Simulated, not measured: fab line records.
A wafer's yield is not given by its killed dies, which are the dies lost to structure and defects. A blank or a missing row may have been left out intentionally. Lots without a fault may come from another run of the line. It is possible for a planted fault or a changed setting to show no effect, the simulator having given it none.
Matching of chambers :: flow n5_finfet :: 4 sister chambers for N5_SDB_HM_OPEN_20 on rie_diel-04
The step chemistry CH3F/O2, target SiNx, stops on poly-Si, target depth 24 nm. 4 wafers are shown with their chamber, then 7 later ones without.

## WAFERS WITH THEIR CHAMBER
wafer: L083.4
chamber: 0
rf_vpp_V (V): 287

wafer: L084.2
chamber: 3
rf_vpp_V (V): 306

wafer: L086.2
chamber: 1
rf_vpp_V (V): 278

wafer: L086.3
chamber: 2
rf_vpp_V (V): 303

## WAFERS WITH NO CHAMBER GIVEN
wafer: L086.6
rf_vpp_V (V): 279

wafer: L088.1
rf_vpp_V (V): 287

wafer: L088.5
rf_vpp_V (V): 286

wafer: L088.6
rf_vpp_V (V): 307

wafer: L096.4
rf_vpp_V (V): 287

wafer: L096.5
rf_vpp_V (V): 303

wafer: L096.6
rf_vpp_V (V): 278

## CHAMBER TAKEN BY EACH
wafer: L086.6
from the rows above: 1
in truth: 1

wafer: L088.1
from the rows above: 0
in truth: 0

wafer: L088.5
from the rows above: 0
in truth: 0

wafer: L088.6
from the rows above: 3
in truth: 3

wafer: L096.4
from the rows above: 0
in truth: 0

wafer: L096.5
from the rows above: 2
in truth: 2

wafer: L096.6
from the rows above: 1
in truth: 1
7 of 7 placed correctly. Number that these rows cannot place: 0. Number placed wrongly: 0.
How it was worked out, from the rows above alone: a wafer's distance from a chamber is the root of the sum, over the readings, of the square of ((its reading less the chamber's mean) divided by the reading's scatter). The wafer belongs to the nearest chamber; if the next one is less than 2 further off, it can't be placed. Each chamber's mean is taken over the wafers shown for it. The scatter: with one shown wafer a chamber, the root of the mean of the squares of how far each hidden wafer lies from its nearest shown one.
